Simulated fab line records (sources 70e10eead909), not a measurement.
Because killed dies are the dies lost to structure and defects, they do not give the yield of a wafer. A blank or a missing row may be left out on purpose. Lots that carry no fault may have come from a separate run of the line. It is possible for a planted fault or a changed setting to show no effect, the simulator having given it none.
fab line records	flow nand-harc
record lots=12	wafers=36	last-day=34
route steps=1302 shown P_CONTACT@241 P_M0@258 END@1302
lots untouched by any fault: they come from a run of this same line in which no faults occurred
start-h: hours from the record's opening day to when the first of the lot's shown wafers began	wait-h: hours from the lot's prior step to this one	" as in the row above	L1.1+2: a single row standing in for several wafers	- value missing, or start not given	* or withheld: withheld	< > ~ a bound
route shown NAME@n: names a module that has steps shown in the file, with the first one's number in the route	usual: average and standard deviation across the fault-free wafers	same: alike in all rows	chamber/n: place in a boat	sites: the reading at each site	_std_site: the standard deviation of these	_edge_site: outer sites' mean less inner sites'	radius-mm: for every site, how far away it sits from the centre of the wafer	mask NAME#n: copy n	behind: the tool/chamber that last shaped the wafer	hold: why the lot went on hold/how many hours it stayed there/how the hold came to an end	device: whichever transistor did not switch (one of n, p or np)	end of line: the tests these same wafers got at the end of their route	a step given without rows: its recipe and nothing more	killed: the dies lost at the first sort to structure and to defects; this is not the yield of the wafer	map: per-die view of a wafer (x killed, . not killed, _ where there is no die)
set.NAME: setting as actually run; set.NAME@STEP: the setting as run at that earlier step	model.NAME: the simulator's own value behind a step, which no gauge read
a sample of lots followed through the steps of the route, with each step as a table and each wafer as a row
services: a tool's chamber out of use, with start hour (start-h, from the record's first day; less than 0 if before it), hours out, and reason
## steps
# step NHARC_P_CONTACT_CD_MEAS_19
# usual cd-nm=89.1/1.6
lot.wafer	tool	chamber	start-h	wait-h	cd-nm
L122.2	cd-sem-03	-	132.64	-	88.0
L122.3	"	-	"	"	89.1
L122.5	"	-	"	"	89.0
L123.1	cd-sem-01	-	133.52	-	88.7
L123.2	"	-	"	"	90.2
L123.5	"	-	"	"	88.4
L124.2	cd-sem-03	-	147.92	-	89.2
L124.4	"	-	"	"	89.5
L124.6	"	-	"	"	89.5
L129.1	cd-sem-02	-	204.64	-	89.8
L129.5	"	-	"	"	91.1
L129.6	"	-	"	"	91.3
L132.3	cd-sem-03	-	226.00	-	89.2
L132.4	"	-	"	"	87.9
L132.5	"	-	"	"	88.0
L133.1	cd-sem-03	-	235.12	-	89.5
L133.5	"	-	"	"	88.7
L133.6	"	-	"	"	90.6
L135.1	cd-sem-02	-	262.16	-	88.5
L135.4	"	-	"	"	90.5
L135.6	"	-	"	"	91.0
L137.1	cd-sem-01	-	277.52	-	90.0
L137.3	"	-	"	"	90.1
L137.6	"	-	"	"	87.9
L139.3	cd-sem-01	-	297.76	-	88.6
L139.4	"	-	"	"	90.3
L139.6	"	-	"	"	89.6
L140.2	cd-sem-02	-	303.58	-	88.4
L140.4	"	-	"	"	87.5
L140.5	"	-	"	"	87.8
L141.1	cd-sem-01	-	316.23	-	92.4
L141.3	"	-	"	"	89.0
L141.4	"	-	"	"	89.0
L143.1	cd-sem-01	-	336.13	-	89.9
L143.3	"	-	"	"	85.8
L143.6	"	-	"	"	90.7
# step NHARC_P_M0_SOFTBAKE_04
# recipe temp-c=105	time-s=55
# usual exhaust-pa=44.9/0.77	heater-power-total-W=188.44/0.14
lot.wafer	tool	chamber	start-h	wait-h	exhaust-pa	heater-power-total-W
L122.2	litho-track-06	0	135	-	44.6	188.32
L122.3	"	0	"	"	45.3	188.21
L122.5	"	0	"	"	43.7	188.71
L123.1	litho-track-04	0	136	-	44.2	188.34
L123.2	"	0	"	"	45.6	188.28
L123.5	"	0	"	"	44.4	188.50
L124.2	litho-track-01	0	150	-	44.6	188.53
L124.4	"	0	"	"	44.2	188.30
L124.6	"	0	"	"	43.8	188.36
L129.1	litho-track-01	0	207	-	45.9	178.94
L129.5	"	0	"	"	44.1	179.03
L129.6	"	0	"	"	44.7	178.96
L132.3	litho-track-01	0	228	-	43.8	179.15
L132.4	"	0	"	"	44.4	178.94
L132.5	"	0	"	"	44.2	179.41
L133.1	litho-track-06	0	237	-	44.1	188.72
L133.5	"	0	"	"	45.3	188.29
L133.6	"	0	"	"	45.5	188.44
L135.1	litho-track-04	0	264	-	45.2	188.36
L135.4	"	0	"	"	45.4	188.39
L135.6	"	0	"	"	46.3	188.34
L137.1	litho-track-04	0	280	-	45.6	188.36
L137.3	"	0	"	"	45.6	188.62
L137.6	"	0	"	"	45.4	188.48
L139.3	litho-track-01	0	300	-	44.9	188.75
L139.4	"	0	"	"	45.8	188.40
L139.6	"	0	"	"	45.0	188.39
L140.2	litho-track-06	0	306	-	45.2	188.45
L140.4	"	0	"	"	46.4	188.44
L140.5	"	0	"	"	44.6	188.30
L141.1	litho-track-06	0	318	-	44.9	188.31
L141.3	"	0	"	"	44.7	188.62
L141.4	"	0	"	"	45.8	188.37
L143.1	litho-track-06	0	338	-	45.8	188.38
L143.3	"	0	"	"	44.7	188.25
L143.6	"	0	"	"	45.0	188.37
# step NHARC_P_M0_OVL_MEAS_10
# recipe pitch-nm=180
# usual overlay-x-nm=-0.1/0.84	overlay-y-nm=-0.2/0.69
lot.wafer	tool	chamber	start-h	wait-h	overlay-x-nm	overlay-y-nm
L122.2	overlay-01	-	136.00	-	-0.6	-0.5
L122.3	"	-	"	"	-0.2	-0.6
L122.5	"	-	"	"	-0.2	-1.0
L123.1	overlay-02	-	136.80	-	-1.3	-0.7
L123.2	"	-	"	"	-0.6	0.2
L123.5	"	-	"	"	-0.3	-0.7
L124.2	overlay-02	-	151.04	-	-1.4	-1.3
L124.4	"	-	"	"	-1.2	-0.8
L124.6	"	-	"	"	-1.1	-0.6
L129.1	overlay-01	-	207.90	-	-1.2	-0.6
L129.5	"	-	"	"	-1.5	-1.0
L129.6	"	-	"	"	-0.9	-0.9
L132.3	overlay-02	-	229.06	-	0.3	0.6
L132.4	"	-	"	"	0.1	0.5
L132.5	"	-	"	"	0.4	0.6
L133.1	overlay-02	-	238.22	-	1.2	-0.4
L133.5	"	-	"	"	1.2	0.2
L133.6	"	-	"	"	1.3	0.2
L135.1	overlay-01	-	265.36	-	-0.5	1.7
L135.4	"	-	"	"	-0.8	1.2
L135.6	"	-	"	"	-0.9	1.5
L137.1	overlay-01	-	280.74	-	-0.4	0.1
L137.3	"	-	"	"	0.2	-0.2
L137.6	"	-	"	"	0.0	-0.3
L139.3	overlay-01	-	300.94	-	1.0	-0.2
L139.4	"	-	"	"	0.2	0.3
L139.6	"	-	"	"	1.1	0.1
L140.2	overlay-02	-	306.70	-	-0.1	-1.1
L140.4	"	-	"	"	-0.2	-1.0
L140.5	"	-	"	"	0.1	-0.9
L141.1	overlay-01	-	319.45	-	-0.1	-0.5
L141.3	"	-	"	"	-0.3	-0.3
L141.4	"	-	"	"	0.5	-0.7
L143.1	overlay-01	-	339.43	-	1.3	0.2
L143.3	"	-	"	"	0.9	0.0
L143.6	"	-	"	"	0.7	0.2
# step NHARC_P_M0_ETCH_15
# recipe target-depth-a=1500	overetch-a=150	time-s=82.5	c4f8-flow-sccm=withheld	ar-flow-sccm=400	rf-w=600	bias-w=300	chemistry=C4F8/Ar
# usual oes-product-au=0.958/0.019	rf-vpp-V=441.0/2.9
lot.wafer	tool	chamber	start-h	wait-h	oes-product-au	rf-hours-counter-h	rf-vpp-V
L122.2	rie-diel-04	3	-	-	0.954	20	444.6
L122.3	"	1	"	"	0.952	23	443.0
L122.5	"	2	"	"	0.948	-	443.1
L123.1	rie-diel-01	1	-	-	0.917	30	441.2
L123.2	"	3	"	"	0.934	33	439.8
L123.5	"	0	"	"	0.927	-	437.2
L124.4	rie-diel-04	3	-	-	0.975	22	444.2
L124.2	"	0	"	"	0.987	24	439.6
L124.6	"	2	"	"	0.974	-	445.1
L129.1	rie-diel-04	0	-	-	0.957	2	440.7
L129.5	"	1	"	"	0.962	-	442.4
L129.6	"	2	"	"	0.976	-	443.2
L132.3	rie-diel-01	3	-	-	0.968	5	439.8
L132.4	"	1	"	"	0.966	-	440.3
L132.5	"	2	"	"	0.968	-	438.7
L133.1	rie-diel-04	1	-	-	0.976	10	441.4
L133.5	"	0	"	"	0.969	-	441.0
L133.6	"	1	"	"	0.958	-	441.7
L135.1	rie-diel-04	2	-	-	0.976	16	444.4
L135.4	"	1	"	"	0.964	16	441.8
L135.6	"	3	"	"	0.989	-	444.4
L137.3	rie-diel-01	1	-	-	0.981	19	441.1
L137.1	"	0	"	"	0.951	15	436.2
L137.6	"	1	"	"	0.972	-	442.0
L139.3	rie-diel-04	0	-	-	0.975	20	441.3
L139.4	"	3	"	"	0.957	20	444.0
L139.6	"	1	"	"	0.980	-	442.1
L140.4	rie-diel-04	2	-	-	0.959	23	443.3
L140.2	"	0	"	"	0.978	21	440.8
L140.5	"	2	"	"	0.955	-	443.7
L141.1	rie-diel-04	3	-	-	0.944	23	444.3
L141.3	"	0	"	"	0.935	24	439.7
L141.4	"	2	"	"	0.952	27	444.8
L143.1	rie-diel-04	2	-	-	0.951	29	443.1
L143.3	"	1	"	"	0.980	29	440.9
L143.6	"	2	"	"	0.961	-	445.1
# step NHARC_END_SORT_01
# recipe temp-c=25
# usual defect-limited-yield=93.3/1.5	killed-at-array=41/10	killed-at-other=0.8/0.91	killed-at-periphery=4.2/2.9	killed-dies=46/10	killed-open=3.5/2.1	killed-short=2.5/1.6	sort_bin_2_pct=2.4/0.71	sort_bin_3_pct=0.6/0.33	sort_bin_4_pct=3.8/0.93	sort-n-pass=631/10	sort-rim-yield-pct=86/4.5	sort-yield-pct=93.3/1.5
# same gross-dies=677	sort_bin_5_pct[%]=0	sort_bin_6_pct[%]=0	sort_bin_7_pct[%]=0	sort_bin_8_pct[%]=0	sort-rim-n-gross=106.00
lot.wafer	tool	chamber	start-h	wait-h	defect-limited-yield[%]	killed-at-array	killed-at-other	killed-at-periphery	killed-dies	killed-open	killed-short	sort_bin_2_pct[%]	sort_bin_3_pct[%]	sort_bin_4_pct[%]	sort-n-pass	sort-rim-yield-pct[%]	sort-yield-pct[%]
L124.2	prober-02	0	578.68	2.8	91.7	52	1	3	56	4	6	3.4	0.6	4.3	621	83	91.7
L124.4	prober-02	0	580.25	3.4	92.2	52	1	0	53	4	3	2.8	0.6	4.4	624	83	92.2
L124.6	prober-02	0	581.83	3.9	91.0	58	1	2	61	6	3	2.4	1.0	5.6	616	83	91.0
L123.1	prober-02	0	585.64	2.5	92.0	48	1	5	54	8	0	1.8	0.9	5.3	623	85	92.0
L123.2	prober-02	0	586.43	2.8	94.1	37	0	3	40	4	2	1.8	0.1	4.0	637	80	94.1
L123.5	prober-02	0	588.79	3.7	92.3	47	1	4	52	5	2	3.0	0.6	4.1	625	82	92.3
L133.1	prober-02	0	672.86	2.5	94.7	32	3	1	36	0	2	1.5	0.6	3.2	641	87	94.7
L133.5	prober-02	0	676.03	3.7	93.6	38	2	3	43	2	4	3.4	0.1	2.8	634	83	93.6
L133.6	prober-02	0	676.82	4.0	94.1	38	0	2	40	4	0	1.6	1.0	3.2	637	84	94.1
L132.3	prober-01	0	674.39	3.1	93.9	33	2	6	41	1	2	2.1	0.6	3.4	636	88	93.9
L132.4	prober-01	0	675.19	3.4	93.6	38	2	3	43	3	0	2.2	0.4	3.7	634	85	93.6
L132.5	prober-01	0	675.98	3.7	94.7	32	2	2	36	3	0	2.5	0.4	2.4	641	84	94.7
L135.1	prober-01	0	692.74	2.5	94.5	32	0	5	37	1	2	2.4	0.4	2.7	640	86	94.5
L135.4	prober-01	0	695.11	3.4	91.9	46	0	9	55	3	2	3.2	0.3	4.6	622	78	91.9
L135.6	prober-01	0	696.69	4.0	94.2	32	0	7	39	1	3	1.5	0.4	3.8	638	85	94.2
L137.1	prober-02	0	728.40	2.5	89.5	70	0	1	71	2	2	3.8	0.9	5.8	606	77	89.5
L137.3	prober-02	0	730.04	3.2	90.7	62	1	0	63	2	3	3.5	0.9	4.9	614	75	90.7
L137.6	prober-02	0	732.49	4.1	92.5	47	0	4	51	2	2	3.5	0.9	3.1	626	81	92.5
L141.1	prober-02	0	739.54	2.5	93.4	44	0	1	45	2	2	2.1	0.7	3.8	632	87	93.4
L141.3	prober-02	0	741.14	3.1	93.4	38	1	6	45	6	3	1.9	0.1	4.6	632	81	93.4
L141.4	prober-02	0	741.94	3.4	94.4	31	0	7	38	1	5	2.1	0.1	3.4	639	91	94.4
# killed by level:class
L124.2 A_CHANNEL_HOLE_D1:chamber-film-flake=17 A_SLIT:chamber-film-flake=11 A_STAIRCASE:chamber-film-flake=4 A_CONTACT:chamber-film-flake=3 P_M0:geometric-particle:open=2 A_CHANNEL_FILL_D1:geometric-particle:short=2 A_DECK1_JOINT:chamber-film-flake=2 A_CHANNEL_HOLE_D2:chamber-film-flake=2
L124.4 A_CHANNEL_HOLE_D1:chamber-film-flake=17 A_SLIT:chamber-film-flake=12 A_CHANNEL_HOLE_D2:chamber-film-flake=4 A_STAIRCASE:chamber-film-flake=4 A_CONTACT:unspecified=3 A_DECK1_JOINT:geometric-particle:short=2 A_ZERO_WELL:chamber-film-flake=2 A_CHANNEL_FILL_D1:geometric-particle:open=1
L124.6 A_CHANNEL_HOLE_D1:chamber-film-flake=19 A_SLIT:chamber-film-flake=13 A_CHANNEL_HOLE_D2:chamber-film-flake=8 A_STAIRCASE:chamber-film-flake=5 A_CONTACT:unspecified=4 A_CONTACT:chamber-film-flake=2 P_M0:geometric-particle:open=1 P_M0:geometric-particle:short=1
L123.1 A_CHANNEL_HOLE_D1:chamber-film-flake=23 A_SLIT:chamber-film-flake=11 A_CONTACT:chamber-film-flake=5 P_CONTACT:geometric-particle:open=4 A_STAIRCASE:chamber-film-flake=3 A_CHANNEL_HOLE_D2:chamber-film-flake=2 A_ONON_D1:geometric-particle:open=1 A_ONON_D2:geometric-particle:open=1
L123.2 A_CHANNEL_HOLE_D1:chamber-film-flake=16 A_SLIT:chamber-film-flake=8 A_CHANNEL_HOLE_D2:chamber-film-flake=3 A_STAIRCASE:chamber-film-flake=3 A_ZERO_WELL:chamber-film-flake=2 P_STI:geometric-particle:open=1 P_GATE:geometric-particle:open=1 P_M0:geometric-particle:open=1
L123.5 A_CHANNEL_HOLE_D1:chamber-film-flake=23 A_SLIT:chamber-film-flake=11 A_CHANNEL_HOLE_D2:chamber-film-flake=3 A_STAIRCASE:chamber-film-flake=3 P_M0:geometric-particle:open=2 A_M1:chamber-film-flake=2 P_M2:geometric-particle:short=1 A_ONON_D1:geometric-particle:open=1
L133.1 A_CHANNEL_HOLE_D1:chamber-film-flake=19 A_CHANNEL_HOLE_D2:chamber-film-flake=8 THIN_TSV:chamber-film-flake=3 A_CHANNEL_FILL_D1:geometric-particle:short=1 A_ONON_D2:geometric-particle:short=1 P_BONDPAD:chamber-film-flake=1 A_CHANNEL_HOLE_D1:unspecified=1 A_WL_FILL:chamber-film-flake=1
L132.3 A_SLIT:chamber-film-flake=13 A_CHANNEL_HOLE_D2:chamber-film-flake=8 A_CHANNEL_HOLE_D1:chamber-film-flake=4 P_BONDPAD:chamber-film-flake=3 A_CONTACT:chamber-film-flake=3 P_STI:chamber-film-flake=2 A_CHANNEL_FILL_D1:chamber-film-flake=2 THIN_TSV:chamber-film-flake=2
L132.4 A_SLIT:chamber-film-flake=14 A_CHANNEL_HOLE_D2:chamber-film-flake=10 A_CHANNEL_FILL_D1:chamber-film-flake=5 A_WL_FILL:chamber-film-flake=3 P_BONDPAD:chamber-film-flake=2 A_CHANNEL_HOLE_D1:chamber-film-flake=2 P_CONTACT:geometric-particle:open=1 A_CHANNEL_FILL_D1:geometric-particle:open=1
L132.5 A_SLIT:chamber-film-flake=13 A_CHANNEL_HOLE_D2:chamber-film-flake=9 A_CHANNEL_HOLE_D1:chamber-film-flake=2 A_CHANNEL_FILL_D1:chamber-film-flake=2 A_WL_FILL:chamber-film-flake=2 THIN_TSV:chamber-film-flake=2 P_M0:geometric-particle:open=1 P_M1:geometric-particle:open=1
L133.5 A_CHANNEL_HOLE_D1:chamber-film-flake=17 A_CHANNEL_HOLE_D2:chamber-film-flake=11 A_WL_FILL:geometric-particle:short=2 P_ZERO_WELL:chamber-film-flake=2 A_WL_FILL:chamber-film-flake=2 THIN_TSV:chamber-film-flake=2 A_ONON_D1:geometric-particle:open=1 A_CHANNEL_FILL_D1:geometric-particle:short=1
L133.6 A_CHANNEL_HOLE_D1:chamber-film-flake=21 A_CHANNEL_HOLE_D2:chamber-film-flake=9 A_CHANNEL_HOLE_D1:unspecified=2 A_WL_FILL:chamber-film-flake=2 P_GATE:geometric-particle:open=1 A_SGD_CUT:geometric-particle:open=1 A_M0:geometric-particle:open=1 A_M1:geometric-particle:open=1
L135.1 A_CHANNEL_HOLE_D1:chamber-film-flake=13 A_CHANNEL_HOLE_D2:chamber-film-flake=10 P_GATE:chamber-film-flake=5 A_DECK1_JOINT:geometric-particle:short=1 A_SGD_CUT:geometric-particle:short=1 A_M0:geometric-particle:open=1 A_CHANNEL_FILL_D2:chamber-film-flake=1 A_STAIRCASE:chamber-film-flake=1
L135.4 A_CHANNEL_HOLE_D1:chamber-film-flake=20 A_CHANNEL_HOLE_D2:chamber-film-flake=15 P_GATE:chamber-film-flake=7 A_STAIRCASE:chamber-film-flake=2 A_BLC:chamber-film-flake=2 P_M0:geometric-particle:open=1 P_M1:geometric-particle:open=1 A_SLIT:chamber-film-flake=1
L135.6 A_CHANNEL_HOLE_D1:chamber-film-flake=16 P_GATE:chamber-film-flake=6 A_CHANNEL_HOLE_D2:chamber-film-flake=5 A_ZERO_WELL:chamber-film-flake=2 A_STAIRCASE:chamber-film-flake=2 A_BLC:chamber-film-flake=2 P_STI:geometric-particle:short=1 A_CHANNEL_HOLE_D1:geometric-particle:short=1
L137.1 A_CHANNEL_HOLE_D1:chamber-film-flake=19 A_SLIT:chamber-film-flake=14 A_CONTACT:chamber-film-flake=12 A_CHANNEL_HOLE_D2:chamber-film-flake=11 A_STAIRCASE:chamber-film-flake=6 A_M0:geometric-particle:open=2 A_CHANNEL_FILL_D1:chamber-film-flake=2 A_ONON_D1:geometric-particle:short=1
L137.3 A_SLIT:chamber-film-flake=16 A_CHANNEL_HOLE_D1:chamber-film-flake=13 A_CONTACT:chamber-film-flake=10 A_CHANNEL_HOLE_D2:chamber-film-flake=9 A_CHANNEL_FILL_D1:chamber-film-flake=3 A_BONDPAD:chamber-film-flake=3 A_ONON_D2:geometric-particle:short=1 A_CHANNEL_HOLE_D2:geometric-particle:short=1
L137.6 A_CHANNEL_HOLE_D1:chamber-film-flake=19 A_SLIT:chamber-film-flake=13 A_CONTACT:chamber-film-flake=4 A_CHANNEL_HOLE_D2:chamber-film-flake=3 A_STAIRCASE:chamber-film-flake=3 A_ONON_D1:geometric-particle:short=2 P_GATE:chamber-film-flake=2 P_CONTACT:geometric-particle:open=1
L141.1 A_CHANNEL_HOLE_D2:chamber-film-flake=19 A_CONTACT:chamber-film-flake=10 A_CHANNEL_HOLE_D1:chamber-film-flake=6 A_SLIT:chamber-film-flake=2 A_SOURCE_PLATE:geometric-particle:open=1 A_DECK1_JOINT:geometric-particle:short=1 A_CHANNEL_FILL_D2:geometric-particle:short=1 A_WL_FILL:geometric-particle:open=1
L141.3 A_CHANNEL_HOLE_D2:chamber-film-flake=11 A_STAIRCASE:chamber-film-flake=7 A_SLIT:chamber-film-flake=7 P_GATE:chamber-film-flake=3 A_CHANNEL_HOLE_D1:chamber-film-flake=3 A_CONTACT:chamber-film-flake=3 P_CONTACT:geometric-particle:open=1 P_M1:geometric-particle:open=1
L141.4 A_CHANNEL_HOLE_D2:chamber-film-flake=8 A_CHANNEL_HOLE_D1:chamber-film-flake=5 A_CONTACT:chamber-film-flake=5 A_SLIT:chamber-film-flake=4 A_ONON_D1:geometric-particle:short=3 P_GATE:chamber-film-flake=3 A_STAIRCASE:chamber-film-flake=3 P_CONTACT:geometric-particle:open=1
## services
tool	chamber	start-h	hours	kind
rie-diel-04	0	132.81	-	clean
rie-diel-04	1	132.81	-	clean
rie-diel-04	2	132.81	-	clean
rie-diel-04	3	132.81	-	clean
rie-diel-04	-	145.43	0.6	repair
rie-diel-04	1	154.89	5.2	repair
litho-track-01	-	155.00	7.0	pm
rie-diel-04	0	157.31	-	clean
rie-diel-04	2	157.31	-	clean
rie-diel-04	3	157.31	-	clean
rie-diel-01	2	173.34	3.9	repair
rie-diel-04	-	177.94	9.0	pm
rie-diel-04	0	177.94	9.0	vent-cycle
rie-diel-04	1	177.94	9.0	vent-cycle
rie-diel-04	2	177.94	9.0	vent-cycle
rie-diel-04	3	177.94	9.0	vent-cycle
litho-track-06	-	179.00	7.0	pm
rie-diel-04	0	186.94	-	clean
rie-diel-04	1	186.94	-	clean
rie-diel-01	3	189.30	11.1	repair
litho-track-04	-	203.01	7.0	pm
rie-diel-01	-	203.83	9.0	pm
rie-diel-01	0	225.69	10.8	repair
litho-track-01	-	330.00	7.0	pm
## key
first-sign step=NHARC_P_M0_SOFTBAKE_04	reading=heater-power-total-W	direction=down	sigmas=66	usual=*	struck=*
effect none on later readings
met-at NHARC_P_M0_SOFTBAKE_04
struck-lots L129,L132
loop-trim step=NHARC_P_M0_EXPOSE_06	setting=dose	lots=L132
not-acting-at NHARC_P_CONTACT_CD_MEAS_19,NHARC_P_M0_OVL_MEAS_10,NHARC_P_M0_ETCH_15
onset-between 150 207
fault kind=process-parameter-drift	tool=litho-track-01	chamber=-	onset-h=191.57	steps=NHARC_P_M0_SOFTBAKE_04	channel=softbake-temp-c	offset=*	shape=step	end-h=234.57	acts-in=*	stated=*
# loop-trim: a control loop set the setting to another value than it would have without faults
